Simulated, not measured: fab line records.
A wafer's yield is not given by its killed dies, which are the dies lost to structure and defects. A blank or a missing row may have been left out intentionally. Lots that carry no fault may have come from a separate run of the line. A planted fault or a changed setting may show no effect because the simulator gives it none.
fab line records ; flow n5Finfet
record: lots: 4; wafers: 12; lastDay: 17
route steps=1938 shown SD_EPI_N@273 SD_EPI_P@295 SD_ACTIVATION@334 BEOL_M4@1111 PASSIVATION@1936
lots that met no fault: from a run of the same line without faults
startH: hours from the record's first day to the start of the lot's first wafer shown ; waitH: how many hours have passed since the lot's step before this one ; " same as the row above ; L1.1+2: several wafers, shown together as one row ; - either no value or no given start ; * or withheld: withheld ; < > ~ a bound
route shown NAME@n: names a module that has steps shown in the file, with the first one's number in the route ; usual: mean/standard deviation of fault-free wafers ; same: alike in all rows ; chamber/n: place in a boat ; sites: readings site by site ; _std_site: standard deviation of those values ; _edge_site: outer sites' mean less inner sites' ; radiusMm: how far each site lies from the wafer's centre ; mask NAME#n: copy n ; behind: tool/chamber where the wafer was last shaped ; hold: cause of the lot's hold/its duration in hours/its outcome ; device: the n, p or np transistor that did not switch ; end of line: the tests these same wafers got at the end of their route ; for a step that has no rows: nothing shown but its recipe ; killed: count of dies lost to structure and defects at first sort (not the wafer's yield) ; map: dies across one wafer; x = killed, . = not, _ = none there
set.NAME: setting as actually run; set.NAME@STEP: the setting as run at that earlier step ; model.NAME: the simulator's own value behind a step, which no gauge read
lots at some steps of the route; a table a step, a row a wafer
== steps ==
step: N5_SD_EPI_N_DESCUM_14
recipe: chemistry: O2; timeS: 7.9; sourcePowerW: 50; biasPowerW: 20; pressureMtorr: 20; rfFrequencyHz: 2.712e+07; tempC: 40; resist: CAR-ArF-block; o2FlowSccm: 225
step: N5_SD_EPI_N_ETCH_34
recipe: chemistry: CF4; target: SiARC; targetDepthA: 455; maskMaterial: CAR-ArF-block; timeS: 75.8; ionEnergyEv: 80; pressureMtorr: 40; sourceW: 545; biasW: 36; Ar_flow_sccm: 100; cf4FlowSccm: 100; ends: cleared
step: N5_SD_EPI_N_ETCH_35
recipe: chemistry: N2/H2; target: SOC; overetchA: 1080; maskMaterial: SiARC; tempC: 40; ionEnergyEv: 100; sourceW: 3000; biasW: 133; pressureMtorr: 20; timeS: 486; n2FlowSccm: 200; h2FlowSccm: 200
step: N5_SD_EPI_N_STRIP_36
recipe: chemistry: N2/H2; tempC: 40; n2FlowSccm: 200; h2FlowSccm: 200; rfFrequencyHz: 6e+07
step: N5_SD_EPI_N_ETCHBACK_44
recipe: chemistry: CH3F/O2; mode: anisotropicEtchback; target: SiNx; targetDepthA: 145; stopOn: SiO2; overEtchFrac: 0.3; ionEnergyEv: 120; pressureMtorr: 30; sourceW: 395; biasW: 73; Ar_flow_sccm: 150; CH3F_flow_sccm: 30; O2_flow_sccm: 20
step: N5_SD_EPI_N_ETCH_45
recipe: chemistry: CH3F/O2; target: SiOCN; targetDepthA: 60; maskMaterial: SOC; ionEnergyEv: 60; biasW: 29; pressureMtorr: 15; sourceW: 410; Ar_flow_sccm: 150; CH3F_flow_sccm: 30; O2_flow_sccm: 20
step: N5_SD_EPI_N_ETCH_16
recipe: chemistry: CHF3/O2; target: SiO2; targetDepthA: 50; maskMaterial: SOC; pressureMtorr: 30; sourceW: 650; biasW: 170; Ar_flow_sccm: 200; CHF3_flow_sccm: 50; O2_flow_sccm: 5; ionEnergyEv: 200
step: N5_SD_EPI_N_STRIP_47
recipe: chemistry: CHF3/O2; resist: SiARC; rfFrequencyHz: 6e+07
step: N5_SD_EPI_N_SD_RECESS_17
recipe: chemistry: HBr/Cl2/O2; targetDepthA: 410; maskMaterial: SOC; timeS: 23.7; btTimeS: 3; pressureMtorr: 10; icpW: 800; biasW: 112; HBr_flow_sccm: 150; Cl2_flow_sccm: 80; O2_flow_sccm: 12
step: N5_SD_EPI_N_STRIP_38
recipe: chemistry: N2/H2; powerW: 1000; tempC: 250; h2Frac: 0.65; overashFraction: 0.3; pressureMtorr: withheld; n2FlowSccm: 1750; h2FlowSccm: 3250
step: N5_SD_EPI_N_WET_ETCH_43
recipe: chemistry: dHF; dilution: withheld; timeS: 14; target: SiO2; targetDepthA: 15; tempC: 25
step: N5_SD_EPI_N_STRIP_18
recipe: chemistry: SPM; timeS: 750; tempC: 130; h2so4H2o2VolRatio: 4
usual: bathHeatDutyPct: 14.3/1.6
lot.wafer;tool;chamber;startH;waitH;bathHeatDutyPct
L763.2;wetBench-01;6;49.22;0.0;13.6
L763.4;wetBench-01;4;49.22;0.0;13.7
L763.5;wetBench-01;0;49.22;0.0;15.2
L773.4;wetBench-01;3;113.15;0.0;14.9
L773.5;wetBench-01;6;113.15;0.0;13.6
L773.6;wetBench-01;4;113.15;0.0;13.4
L775.3;wetBench-01;5;123.90;0.0;11.4
L775.5;wetBench-01;0;123.90;0.0;16.1
L775.6;wetBench-01;1;123.90;0.0;14.1
L786.3;wetBench-06;4;187.12;0.0;13.1
L786.4;wetBench-06;3;187.12;0.0;15.3
L786.6;wetBench-06;5;187.12;0.0;13.7
step: N5_SD_EPI_N_SRD_20
recipe: dry: ipaMarangoni; doPpb: 5; timeS: 30; tempC: 23; rinseLiquid: diw
step: N5_SD_EPI_N_PRECLEAN_48
recipe: chemistry: NF3:NH3; afsCycles: 2; tempC: 30; timeS: 20; sublimationTempC: 180; sublimationTimeS: 60; pressureTorr: 3; rfPowerW: 30
step: N5_SD_EPI_N_VAPOR_ETCH_50
recipe: chemistry: HCl; target: Si; tempC: 775; timeS: 54; pressureTorr: 20; mode: isotropic
step: N5_SD_EPI_N_EPI_21
recipe: material: Si:P; dopant: P; tempC: 680; pressureTorr: 255; timeS: 690
step: N5_SD_EPI_N_PRECLEAN_24
recipe: chemistry: O3/DIW; timeS: 60; tempC: 22; o3Ppm: 10
step: N5_SD_EPI_N_SRD_25
recipe: timeS: 30; tempC: 23; rinseLiquid: diw; dry: ipaMarangoni
step: N5_SD_EPI_N_PRECLEAN_49
recipe: chemistry: NF3:NH3; afsCycles: 1; tempC: 30; timeS: 20; sublimationTempC: 180; sublimationTimeS: 60; pressureTorr: 3; rfPowerW: 30
step: N5_SD_EPI_N_LINER_46
recipe: material: SiNx; targetThkA: 30; tempC: 400; aldPrecursorFamily: SiH2I2; aldCoReactant: N2/H2-plasma; pressureTorr: 2
step: N5_SD_EPI_N_INSPECT_26
recipe: inspectInstrument: darkfield; mode: postEpi
usual: rawDefectCount: 200/39
lot.wafer;tool;chamber;startH;waitH;rawDefectCount
L763.2;defectInspect-02;-;53.75;0.1;224
L763.4;defectInspect-02;-;53.75;0.1;273
L763.5;defectInspect-02;-;53.75;0.1;207
L773.4;defectInspect-02;-;116.23;0.1;637
L773.5;defectInspect-02;-;116.23;0.1;675
L773.6;defectInspect-02;-;116.23;0.1;625
L775.3;defectInspect-01;-;126.97;0.1;697
L775.5;defectInspect-01;-;126.97;0.1;612
L775.6;defectInspect-01;-;126.97;0.1;639
L786.3;defectInspect-01;-;191.29;0.1;305
L786.4;defectInspect-01;-;191.29;0.1;257
L786.6;defectInspect-01;-;191.29;0.1;228
step: N5_SD_EPI_P_COAT_34
recipe: resist: SOC; tempC: 250; timeS: 60; spinRpm: 1500; resistThkNm: 350
step: N5_SD_EPI_P_COAT_35
recipe: resist: SiARC; tempC: 220; timeS: 60; spinRpm: 1500; resistThkNm: 35
step: N5_SD_EPI_P_COAT_03
recipe: resist: CAR-ArF-block; spinRpm: 1500; resistThkNm: 150
step: N5_SD_EPI_P_EBR_05
recipe: solvent: PGMEA; ebrWidthMm: 1.5
step: N5_SD_EPI_P_SOFTBAKE_04
recipe: tempC: 110; timeS: 60; resist: CAR-ArF-block
step: N5_SD_EPI_P_EXPOSE_06
recipe: maskId: SD_P_BLK; na: 1.35; sourceShape: conventional; sigmaOuter: 0.8; polarization: unpolarized; targetCdNm: 240; doseMj: 39.5
step: N5_SD_EPI_P_PEB_07
recipe: pebTempC: 110; pebTimeS: 60; resist: CAR-ArF-block
step: N5_SD_EPI_P_DEVELOP_08
recipe: developTimeS: 30; developer: TMAH; resist: CAR-ArF-block; devTempC: 23; rinseLiquid: diw; dry: airSpin
step: N5_SD_EPI_P_INSPECT_11
recipe: mode: adi; inspectInstrument: macro
usual: rawDefectCount: 2.0/1.5
lot.wafer;tool;chamber;startH;waitH;rawDefectCount
L763.2;defectInspect-02;-;54.20;0.0;3
L763.4;defectInspect-02;-;54.20;0.0;5
L763.5;defectInspect-02;-;54.20;0.0;3
L773.4;defectInspect-02;-;116.68;0.0;>300
L773.5;defectInspect-02;-;116.68;0.0;>300
L773.6;defectInspect-02;-;116.68;0.0;>300
L775.3;defectInspect-01;-;127.30;0.0;>300
L775.5;defectInspect-01;-;127.30;0.0;>300
L775.6;defectInspect-01;-;127.30;0.0;>300
L786.3;defectInspect-01;-;191.74;0.0;1
L786.4;defectInspect-01;-;191.74;0.0;3
L786.6;defectInspect-01;-;191.74;0.0;1
step: N5_SD_EPI_P_DESCUM_14
recipe: chemistry: O2; timeS: 7.9; sourcePowerW: 50; biasPowerW: 20; pressureMtorr: 20; rfFrequencyHz: 2.712e+07; tempC: 40; resist: CAR-ArF-block; o2FlowSccm: 225
step: N5_SD_EPI_P_ETCH_36
recipe: chemistry: CF4; target: SiARC; targetDepthA: 455; maskMaterial: CAR-ArF-block; timeS: 75.8; ionEnergyEv: 80; pressureMtorr: 40; sourceW: 545; biasW: 36; Ar_flow_sccm: 100; cf4FlowSccm: 100; ends: cleared
step: N5_SD_EPI_P_ETCH_37
recipe: chemistry: N2/H2; target: SOC; overetchA: 1080; maskMaterial: SiARC; tempC: 40; ionEnergyEv: 100; sourceW: 3000; biasW: 133; pressureMtorr: 20; timeS: 486; n2FlowSccm: 200; h2FlowSccm: 200; ends: endPoint
step: N5_SD_EPI_P_STRIP_38
recipe: chemistry: N2/H2; tempC: 40; n2FlowSccm: 200; h2FlowSccm: 200; rfFrequencyHz: 6e+07
step: N5_SD_EPI_P_ETCHBACK_46
recipe: chemistry: CH3F/O2; mode: anisotropicEtchback; target: SiNx; targetDepthA: 175; stopOn: SiO2; overEtchFrac: 0.3; ionEnergyEv: 120; pressureMtorr: 30; sourceW: 395; biasW: 73; Ar_flow_sccm: 150; CH3F_flow_sccm: 30; O2_flow_sccm: 20
step: N5_SD_EPI_P_ETCH_47
recipe: chemistry: CH3F/O2; target: SiOCN; targetDepthA: 250; maskMaterial: SOC; ionEnergyEv: 60; biasW: 29; pressureMtorr: 30; sourceW: 410; Ar_flow_sccm: 150; CH3F_flow_sccm: 30; O2_flow_sccm: 20
step: N5_SD_EPI_P_ETCH_16
recipe: chemistry: CHF3/O2; target: SiO2; targetDepthA: 50; maskMaterial: SOC; pressureMtorr: 30; sourceW: 650; biasW: 170; Ar_flow_sccm: 200; CHF3_flow_sccm: 50; O2_flow_sccm: 5; ionEnergyEv: 200
step: N5_SD_EPI_P_STRIP_50
recipe: chemistry: CHF3/O2; resist: SiARC; rfFrequencyHz: 6e+07
step: N5_SD_EPI_P_INSPECT_26
recipe: inspectInstrument: darkfield; mode: postEpi
usual: rawDefectCount: 171/31
lot.wafer;tool;chamber;startH;waitH;rawDefectCount
L763.2;defectInspect-02;-;59.28;0.0;158
L763.4;defectInspect-02;-;59.28;0.0;177
L763.5;defectInspect-02;-;59.28;0.0;188
L773.4;defectInspect-02;-;120.55;0.0;586
L773.5;defectInspect-02;-;120.55;0.0;609
L773.6;defectInspect-02;-;120.55;0.0;585
L775.3;defectInspect-02;-;131.16;0.0;637
L775.5;defectInspect-02;-;131.16;0.0;601
L775.6;defectInspect-02;-;131.16;0.0;591
L786.3;defectInspect-01;-;195.69;0.0;189
L786.4;defectInspect-01;-;195.69;0.0;202
L786.6;defectInspect-01;-;195.69;0.0;145
step: N5_SD_ACTIVATION_INSPECT_02
recipe: inspectInstrument: darkfield; mode: postAnneal
usual: rawDefectCount: 170/31
lot.wafer;tool;chamber;startH;waitH;rawDefectCount
L763.2;defectInspect-01;-;60.12;0.1;179
L763.4;defectInspect-01;-;60.12;0.1;215
L763.5;defectInspect-01;-;60.12;0.1;205
L773.4;defectInspect-01;-;121.31;0.1;624
L773.5;defectInspect-01;-;121.31;0.1;631
L773.6;defectInspect-01;-;121.31;0.1;600
L775.3;defectInspect-02;-;131.92;0.1;634
L775.5;defectInspect-02;-;131.92;0.1;596
L775.6;defectInspect-02;-;131.92;0.1;590
L786.3;defectInspect-01;-;196.47;0.1;191
L786.4;defectInspect-01;-;196.47;0.1;207
L786.6;defectInspect-01;-;196.47;0.1;148
step: N5_BEOL_M4_RC_MEAS_101
usual: DIBL_N: 35.8/1.8; DIBL_P: 35.6/2; IOFF_N: 0.148/0.028; IOFF_P: 0.20/0.034; ION_N: 672/12; ION_P: 462/8.5; SS_N: 71.2/0.65; SS_P: 73.1/0.67; VT_N: 251/3.3; VT_P: -251/3.8
lot.wafer;tool;chamber;startH;waitH;DIBL_N[mV/V];DIBL_P[mV/V];IOFF_N[nA/um];IOFF_P[nA/um];ION_N[uA/um];ION_P[uA/um];SS_N[mV/dec];SS_P[mV/dec];VT_N[mV];VT_P[mV]
L763.2;prober-02;0;159.32;0.2;32.9;34.5;0.131;0.15;678;454;70.7;72.3;253;-257
L763.4;prober-02;0;159.32;0.2;35.3;36.7;0.157;0.18;682;457;72.1;72.9;251;-256
L763.5;prober-02;0;159.32;0.2;32.1;33.1;0.114;0.14;654;446;71.1;72.3;255;-258
L773.4;prober-01;0;221.97;0.5;35.9;36.5;0.144;0.20;674;469;71.4;73.4;252;-253
L773.5;prober-01;0;221.97;0.5;35.4;35.2;0.135;0.18;678;466;69.6;72.9;253;-253
L773.6;prober-01;0;221.97;0.5;35.8;34.9;0.143;0.18;665;454;70.8;73.1;253;-253
L775.3;prober-01;0;242.45;0.3;35.0;36.5;0.149;0.22;667;466;71.0;73.6;250;-251
L775.5;prober-01;0;242.45;0.3;35.1;36.5;0.157;0.22;676;465;71.2;73.3;248;-248
L775.6;prober-01;0;242.45;0.3;35.4;36.0;0.158;0.21;665;458;71.1;73.4;248;-250
L786.3;prober-02;0;311.02;0.3;34.3;34.4;0.142;0.20;690;471;70.7;72.1;253;-250
L786.4;prober-02;0;311.02;0.3;37.9;38.2;0.200;0.25;686;472;71.2;73.8;247;-247
L786.6;prober-02;0;311.02;0.3;38.1;38.1;0.214;0.26;705;481;71.2;72.8;243;-244
step: N5_PASSIVATION_PROBE_49
usual: defectLimitedYield: 91.3/1.5; killed_at_M0_to_M3: 34/11; killed_at_M4_up: 14/6.1; killedAtContacts: 12/5.9; killedAtFrontEnd: 39/11; killedAtOther: 4/3.3; killedDies: 102/18; killedOnRim: 13/3.8; killedOpen: 67/13; killedShort: 33/7.9; sort_bin_5_function: 5.1/1; sort_bin_6_memory: 3.3/0.7; sortNPass: 1077/19; sortYieldPct: 91.3/1.6
same: grossDies: 1180; killedAtBackSide: 0; sort_bin_4_leakage[%]: 0; sort_bin_8_speed[%]: 0
lot.wafer;tool;chamber;startH;waitH;defectLimitedYield[%];killed_at_M0_to_M3;killed_at_M4_up;killedAtContacts;killedAtFrontEnd;killedAtOther;killedDies;killedOnRim;killedOpen;killedShort;sort_bin_5_function[%];sort_bin_6_memory[%];sortNPass;sortYieldPct[%]
L773.4;prober-02;-;320.20;0.2;81.9;29;9;12;158;6;214;18;53;39;11.2;4.7;966;81.9
L773.5;prober-02;-;320.25;0.2;80.9;30;19;13;159;4;225;16;66;33;12.4;4.6;955;80.9
L773.6;prober-02;-;320.30;0.3;85.1;24;12;9;128;3;176;23;56;30;9.7;3.6;1004;85.1
L775.3;prober-02;-;343.12;0.1;86.4;36;9;7;109;0;161;28;43;26;8.3;3.4;1019;86.4
L775.5;prober-02;-;343.22;0.2;81.1;44;19;16;144;0;223;24;77;33;12.1;4.5;957;81.1
L775.6;prober-02;-;343.27;0.3;80.8;56;8;20;143;0;227;13;69;43;12.7;4.3;953;80.8
L786.3;prober-01;-;404.29;0.1;93.5;37;2;14;24;0;77;10;52;23;4.0;2.3;1103;93.5
L786.4;prober-01;-;404.34;0.2;91.4;39;17;10;34;2;102;15;72;26;4.6;3.9;1078;91.4
L786.6;prober-01;-;404.44;0.3;91.9;28;16;9;42;1;96;13;68;26;5.1;3.0;1084;91.9
killed by level:class
L773.4 SD_EPI_N:unspecified=118 STI_FIN_REVEAL:geometricParticle:open=10 MOL_CONTACT_COAG:geometricParticle:open=9 BEOL_M0_SAQP:geometricParticle:open=8 DUMMY_GATE:geometricParticle:short=7 BEOL_M0_SAQP:geometricParticle:short=6 DUMMY_GATE:geometricParticle:open=5 BEOL_M1:geometricParticle:open=5
L773.5 SD_EPI_N:unspecified=125 BEOL_M4:geometricParticle:open=11 DUMMY_GATE:geometricParticle:open=10 MOL_CONTACT_COAG:geometricParticle:open=10 BEOL_M0_SAQP:geometricParticle:short=10 GATE_CUT:geometricParticle:short=5 GATE_CUT:geometricParticle:open=5 BEOL_M0_SAQP:geometricParticle:open=5
L773.6 SD_EPI_N:unspecified=82 STI_FIN_REVEAL:geometricParticle:open=9 FIN_SAQP:geometricParticle:short=8 GATE_CUT:geometricParticle:short=6 MOL_CONTACT_COAG:geometricParticle:open=6 BEOL_M0_SAQP:geometricParticle:short=6 BEOL_M1:geometricParticle:open=6 BEOL_M0_SAQP:geometricParticle:open=5
L775.3 SD_EPI_N:unspecified=85 BEOL_M0_SAQP:geometricParticle:short=10 BEOL_M0_SAQP:geometricParticle:open=8 MOL_CONTACT_COAG:geometricParticle:open=6 BEOL_M2:geometricParticle:open=5 STI_FIN_REVEAL:geometricParticle:open=4 BEOL_M4:geometricParticle:open=4 STARTING-WAFER:geometricParticle:open=4
L775.5 SD_EPI_N:unspecified=108 MOL_CONTACT_COAG:geometricParticle:open=14 BEOL_M4:geometricParticle:open=12 BEOL_M0_SAQP:geometricParticle:short=8 BEOL_M0_SAQP:geometricParticle:open=8 BEOL_M2:geometricParticle:open=8 BEOL_M3:geometricParticle:open=7 BEOL_M1:geometricParticle:open=6
L775.6 SD_EPI_N:unspecified=111 MOL_CONTACT_COAG:geometricParticle:open=18 BEOL_M0_SAQP:geometricParticle:short=9 BEOL_M1:geometricParticle:open=9 FIN_SAQP:geometricParticle:open=7 BEOL_M2:geometricParticle:short=7 BEOL_M0_SAQP:geometricParticle:open=6 BEOL_M2:geometricParticle:open=6
L786.3 BEOL_M3:geometricParticle:open=17 MOL_CONTACT_COAG:geometricParticle:open=10 STI_FIN_REVEAL:geometricParticle:open=9 FIN_SAQP:geometricParticle:short=4 BEOL_M0_SAQP:geometricParticle:short=4 BEOL_M0_SAQP:geometricParticle:open=4 FIN_SAQP:geometricParticle:open=3 MOL_CONTACT_COAG:geometricParticle:short=3
L786.4 BEOL_M3:geometricParticle:open=14 STI_FIN_REVEAL:geometricParticle:open=11 MOL_CONTACT_COAG:geometricParticle:open=8 BEOL_M1:geometricParticle:open=7 DUMMY_GATE:geometricParticle:open=5 FIN_SAQP:geometricParticle:short=4 BEOL_M4:geometricParticle:open=4 BEOL_M0_SAQP:geometricParticle:short=4
L786.6 STI_FIN_REVEAL:geometricParticle:open=13 FIN_SAQP:geometricParticle:open=9 BEOL_M0_SAQP:geometricParticle:open=6 DUMMY_GATE:geometricParticle:open=5 MOL_CONTACT_COAG:geometricParticle:open=5 BEOL_M1:geometricParticle:open=5 BEOL_M0_SAQP:geometricParticle:short=4 BEOL_M2:geometricParticle:open=4
map L773.5 (x killed, . not)
_________________............________________
______________............x...x._____________
___________........x...............__________
__________.........................._________
________...................x.x........_______
_______...x............x......x........______
______...........x.x...................x_____
_____x...........x......x.........x..x...____
____x....x...x............................___
___...x......xx......x...x..x....x.......x.__
___x.....x........x..........x.............__
__x.x.x....x...............x................_
__..................x..............xx......x_
_.......xx....x.xxxxx..x..x..xx..............
_.............xxxxxxxxx.x..................x.
_.........x....xxxxxx.x...........x..x.x.....
_......x.....xxxxxxxxxxxx..................x.
_..xx..x...xx.xxxxxxxxxxxxx.x.x........x.....
_...xx.....xxxxxxxxxxxxxxx............x....xx
_x....xx...xx.xxxxxxxxxxxx.xx................
_............x.xxxxxxxxxx....................
__....xx....xxxxxxxxxx.xxx...........xx....._
__..x.....xx.xxx.xx.xx...x.x......x........._
___...........xx.xx...x.x..........x.....x.__
___.......x..x..x..x..x.......x.x..........__
____..........x........x..................___
_____.....x..............................____
______.....xx.x...xx................x..._____
_______.........x.................x....______
________......................x......._______
__________xx...x...................x_________
___________...............x...x..x.__________
______________.................._____________
_________________...x.x......________________
map L775.6 (x killed, . not)
_________________x...........________________
______________.....x.x.........._____________
___________........................__________
__________....................xx...._________
________........x..........x.........._______
_______.................x..............______
______.........x.............x.x..x....._____
_____.....x................x.x...x.......____
____x.......x...x...........x.............___
___.............x..................x....xxx__
___...x..x.......xx.x..x.............x.....__
__.............x..x...............x.......x._
__....x.............x..x..x.....x..........._
_.....x.............x..........x.............
_..................x..x....................x.
_.....x.....................x...x......x...x.
_.x........x.....x.xx...x..x...x........x.x..
_x.....x................................x....
_..........x.x...........................x...
_.......x..............x.....xx..x.......x...
_...........x........x....xx.....x.....xx..x.
__......x.....x......xxxxxxxx...x.......x..._
__..................xxxxxxxxxx...........x.._
___.....x.....xxx...xxxxxxxxxxxx....x......__
___...............xxxxxxxxxxxxx............__
____.x.............xxxxxxxxxxxxxx...x.x...___
_____.........xx...xxxxxxxxxxxxx......x..____
______.........x..xxxxxxxxxxxxx........._____
_______........x...xxxxxxxxxxxx........______
________.x.......xxxxxxxxxx.x.x....x.._______
__________........x.xx.xxxxx..x....._________
___________........x.x...xx....x..x__________
______________...........x.x...._____________
_________________.........x..________________
== key ==
firstSign: step: N5_SD_EPI_N_INSPECT_26; reading: rawDefectCount; direction: up; sigmas: 12; usual: 200; struck: 648
effect: step: N5_SD_EPI_P_INSPECT_11; reading: rawDefectCount; direction: up; sigmas: 99+; usual: 2.0; struck: >300
effect: step: N5_SD_EPI_P_INSPECT_26; reading: rawDefectCount; direction: up; sigmas: 14; usual: 171; struck: 602
effect: step: N5_SD_ACTIVATION_INSPECT_02; reading: rawDefectCount; direction: up; sigmas: 14; usual: 170; struck: 612
effect: step: N5_PASSIVATION_PROBE_49; reading: killedAtFrontEnd; direction: up; sigmas: 9.6; usual: 39; struck: 140
moreKillsBornAt: N5_SD_EPI_N_STRIP_18@wetBench-01: 629
metAt N5_SD_EPI_N_STRIP_18
struckWafers L773.4,L773.5,L773.6,L775.3,L775.5,L775.6
onsetBetween 49.22 113.15
fault: kind: chamberParticleSource; tool: wetBench-01; chamber: -; onsetH: 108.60; steps: N5_SD_EPI_N_STRIP_18; ratePerVisitCm2: 0.68955; endH: 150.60
